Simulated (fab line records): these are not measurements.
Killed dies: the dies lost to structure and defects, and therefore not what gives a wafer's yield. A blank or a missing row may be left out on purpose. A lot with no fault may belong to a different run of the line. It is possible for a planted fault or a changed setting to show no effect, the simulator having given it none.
Split-lot study ; flow n5-finfet ; 21 wafers read from 7 lots, route of 1938 steps

== THE SPLIT ==
At N5_BEOL_M10_HM_DEP_02 (deposits TiN, target thk 20 nm), the setting target-thk-a was moved away from the recipe's 200 angstrom on 6 of the 21 wafers read, by -13.0% to +12.5%. All remaining wafers had this setting at the recipe value.

== FROM THE SPLIT TO THE READING: what the file shows between them, 8 steps ==
- N5_BEOL_M10_COAT_60: time 60 s, resist thk 30 nm (also split here: spin-rpm)
- N5_BEOL_M10_COAT_05: resist thk 90 nm
- N5_BEOL_M10_EBR_07
- N5_BEOL_M10_DESCUM_16: chemistry O2, time 7.9 s
- N5_BEOL_M10_ETCH_61: etches SiARC in CF4, target depth 39 nm, time 65 s
- N5_BEOL_M10_ETCH_62: etches SOC in N2/H2, target depth 110 nm, overetch 22 nm, time 165 s
- N5_BEOL_M10_STRIP_68: strips in N2/H2
- N5_BEOL_M10_STRIP_67: strips in CF4

== THE READING ==
etch.depth-nm (the simulator's own value, which no gauge read), in nm, at N5_BEOL_M10_HM_OPEN_17 (chemistry Cl2/BCl3, target TiN, target depth 20 nm, overetch 6 nm). The file gives no usual value for it. Average 19.82 nm, standard deviation 0.23 nm, over the 15 wafers here run with the recipe.

wafer;tool, chamber at the split;target-thk-a as run, angstrom;against the recipe;etch.depth-nm, nm;against lot-mates on the recipe
L074.1;pvd-sputter-01, -;181.1;-9.5%;18.12;-1.75
L074.4;pvd-sputter-01, -;200;recipe;19.9;-
L074.5;pvd-sputter-01, -;200;recipe;19.85;-
L080.2;pvd-sputter-03, -;200;recipe;19.57;-
L080.3;pvd-sputter-03, -;200;recipe;20.1;-
L080.6;pvd-sputter-03, -;200;recipe;20.05;-
L089.2;pvd-sputter-03, -;200;recipe;19.73;-
L089.4;pvd-sputter-03, -;200;recipe;20.26;-
L089.5;pvd-sputter-03, -;221.4;+10.7%;22.38;+2.38
L088.1;pvd-sputter-03, -;200;recipe;20.12;-
L088.3;pvd-sputter-03, -;216.3;+8.2%;21.53;+1.61
L088.4;pvd-sputter-03, -;200;recipe;19.72;-
L090.1;pvd-sputter-02, -;225.1;+12.5%;22.18;+2.43
L090.4;pvd-sputter-02, -;200;recipe;19.75;-
L090.6;pvd-sputter-02, -;225.1;+12.5%;22.17;+2.42
L091.1;pvd-sputter-02, -;200;recipe;19.9;-
L091.2;pvd-sputter-02, -;200;recipe;19.53;-
L091.4;pvd-sputter-02, -;200;recipe;19.69;-
L095.2;pvd-sputter-02, -;200;recipe;19.41;-
L095.4;pvd-sputter-02, -;174.1;-13.0%;17.04;-2.49
L095.5;pvd-sputter-02, -;200;recipe;19.65;-

THE FIT
A straight line over all 21 wafers: etch.depth-nm changes by +0.202 nm for each +1% of target-thk-a; r = +0.98; the points scatter about the line by 0.24 nm.
The same after taking each lot's own level away (the mean of its wafers on the recipe; 21 wafers): +0.197 nm for each +1%; r = +0.99; scatter 0.17 nm.
That fit puts the effect of the largest move of target-thk-a on the reading at 2.5 nm.
The lots' own levels span 19.530 to 19.995 nm, that is 2.0 times the standard deviation above.
Hence the lot-to-lot level has little effect on the slope; both slopes agree.
Check: for one of the wafers moved furthest among these (-13.0%), held out of the fit, the line's prediction against its lot-mates is -2.54 nm. It came out at -2.49 nm against them.

== OTHER SPLITS ON THESE WAFERS ==
Other splits were also applied to these wafers ahead of the reading. Each is held against what the fit with the lots' levels taken away leaves over:
other split on the same wafers;wafers away from the commonest value;r with etch.depth-nm (lot level and that fit taken away)
N5_BEOL_M8_TRENCH_ETCH_37 time-s;6;-0.13
N5_BEOL_M10_COAT_60 spin-rpm;8;+0.18

== THE WHOLE CHAIN: every reading that the file lists as answering this split, in the file's order ==
step;what it does;reading;change (the file's fit);r (the file's)
N5_BEOL_M10_HM_DEP_02;deposits TiN, target thk 20 nm;TiN_of_BEOL_M10_HM_DEP_02.thk-nm (the simulator's own value, which no gauge read);+0.197 nm for each +1% of the setting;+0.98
N5_BEOL_M10_HM_OPEN_17;chemistry Cl2/BCl3, target TiN, target depth 20 nm, overetch 6 nm;etch.depth-nm (the simulator's own value, which no gauge read);+0.198 nm for each +1% of the setting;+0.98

== FILE'S OWN FIT ==
etch.depth-nm changes by +0.198 nm for each +1% of target-thk-a, r = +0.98.
